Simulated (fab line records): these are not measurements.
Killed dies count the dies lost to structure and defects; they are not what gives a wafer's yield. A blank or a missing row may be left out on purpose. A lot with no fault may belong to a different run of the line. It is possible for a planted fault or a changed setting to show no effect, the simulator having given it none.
A lot that was struck, set against a sound lot :: flow n5 finfet :: 16 out of 1938 route steps
Sound: the wafers L441.2, L441.4, L441.6. Wafers struck: L433.3, L433.4, L433.5. The cause is named last.
Each step with rows lists, per side, the tool, then ch with its chambers, then its first start. Under that, the readings that differ: sound wafers :: struck wafers :: difference of the means :: sigmas: that difference in standard deviations of wafers without a fault.
alike: readings with means less than 2 such deviations apart, plus words and numbers identical on both sides. not compared: withheld readings, readings lacking a value on some wafer, bounds such as >300 that could conceal the same value, and numbers that have no deviation in the record and whose values overlap.
Wherever a step has rows on one side only, a row that says differs or no value, or a row with sigmas, the two part there. When numbers do not overlap yet have no deviation, they are printed without sigmas and do not part them. A reading that every wafer of one side lacks parts them only if that side has two wafers or more.

first, 4 steps without rows for these wafers: N5_BEOL_M6_SOFTBAKE_06 (time 60 s); N5_BEOL_M6_EXPOSE_08 (exposes mask M6); N5_BEOL_M6_PEB_09 (peb time 60 s); N5_BEOL_M6_DEVELOP_10 (develop time 30 s).
N5_BEOL_M6_CD_MEAS_11: the cd target is 38.5 nm.
  sound on cd sem-02 ch 0, day 13 20:49; struck on cd sem-02 ch 0, day 12 21:49
  alike: cd nm
N5_BEOL_M6_OVL_MEAS_12:
  sound on overlay-01 ch 0, day 13 20:50; struck on overlay-01 ch 0, day 12 21:50
  alike: M6_OVL
N5_BEOL_M6_INSPECT_13: inspects for defects (brightfield).
  struck on defect inspect-02, day 12 21:52; sound on defect inspect-02, day 13 20:52
  alike: raw defect count
N5_BEOL_M6_DESCUM_16: chemistry O2, time 7.9 s.
  sound on rie diel-06 ch 0,1,2, day 13 20:54; struck on rie diel-02 ch 0,2,3, day 12 21:54
  alike: drypump motor current A, oes product au, rf fwd power W, rf vpp V, showerhead plenum p Torr, throttle valve pct
  not compared: rf hours counter h
N5_BEOL_M6_ETCH_61: etches SiARC in CF4, target depth 45.5 nm, time 75.8 s.
  sound on rie diel-06 ch 0,1,2, day 13 20:56; struck on rie diel-02 ch 0,2,3, day 12 21:56
  alike: drypump motor current A, etch rf on time s, mfc ar sccm, oes product au, rf fwd power W, rf vpp V, showerhead plenum p Torr, throttle valve pct
  not compared: rf hours counter h
N5_BEOL_M6_ETCH_62: etches SOC in N2/H2, target depth 110 nm, overetch 22 nm, time 165 s.
  sound on rie diel-06 ch 0,1,2, day 13 20:59; struck on rie diel-02 ch 0,2,3, day 12 21:59
  alike: drypump motor current A, h2 flow sccm, oes product au, rf fwd power W, rf vpp V, showerhead plenum p Torr, throttle valve pct
  not compared: rf hours counter h
then, 1 step without rows for these wafers: N5_BEOL_M6_STRIP_68 (strips in N2/H2).
N5_BEOL_M6_STRIP_67: strips in CF4.
  sound on rie diel-06 ch 0,1,2, day 13 21:08; struck on rie diel-02 ch 0,2,3, day 12 22:08
  alike: drypump motor current A, oes product au, rf vpp V, showerhead plenum p Torr, throttle valve pct
  not compared: rf hours counter h
N5_BEOL_M6_HM_OPEN_17: chemistry Cl2/BCl3, target TiN, target depth 20 nm, overetch 6 nm.
  sound on rie metal-01 ch 0,1, day 13 21:11; struck on rie metal-01 ch 0, day 12 22:14
  no value came back on the struck wafers for any of 7 readings (bcl3 flow sccm (sccm), bias w (W) and others); on the sound wafers bcl3 flow sccm (sccm) reads 21.79 21.83 21.66
reading: model.SOC_of_BEOL_M6_COAT_59.thk nm (nm)
sound: 91.6 91.6 91.2
struck: 100 100.2 99.8
difference: +9
sigmas: 
  not compared: rf hours counter h
N5_BEOL_M6_STRIP_19: strips in O2.
  sound on rie diel-02 ch 1,2,3, day 13 21:17; struck on rie diel-01 ch 0,3, day 12 22:23
reading: throttle valve pct (%)
sound: 16.90 16.51 16.99
struck: 16.22 16.07 16.20
difference: -0.64
sigmas: -3
  alike: drypump motor current A, oes product au, rf vpp V, showerhead plenum p Torr
  not compared: rf hours counter h
N5_BEOL_M6_CD_MEAS_18: pitch 80 nm, target cd 40 nm.
  struck on cd sem-03, day 12 22:28; sound on cd sem-01, day 13 21:22
reading: cd nm (nm)
sound: 40.4 40.0 40.6
struck: - - -
difference: no value on the struck wafers
sigmas: 
then, 1 step without rows for these wafers: N5_BEOL_M6_COAT_63 (time 60 s, resist thk 60 nm).

## WHERE THEY PART
Last at N5_BEOL_M6_CD_MEAS_18 as far as this record goes, first at N5_BEOL_M6_HM_OPEN_17.

WHY: the cause the simulator had injected
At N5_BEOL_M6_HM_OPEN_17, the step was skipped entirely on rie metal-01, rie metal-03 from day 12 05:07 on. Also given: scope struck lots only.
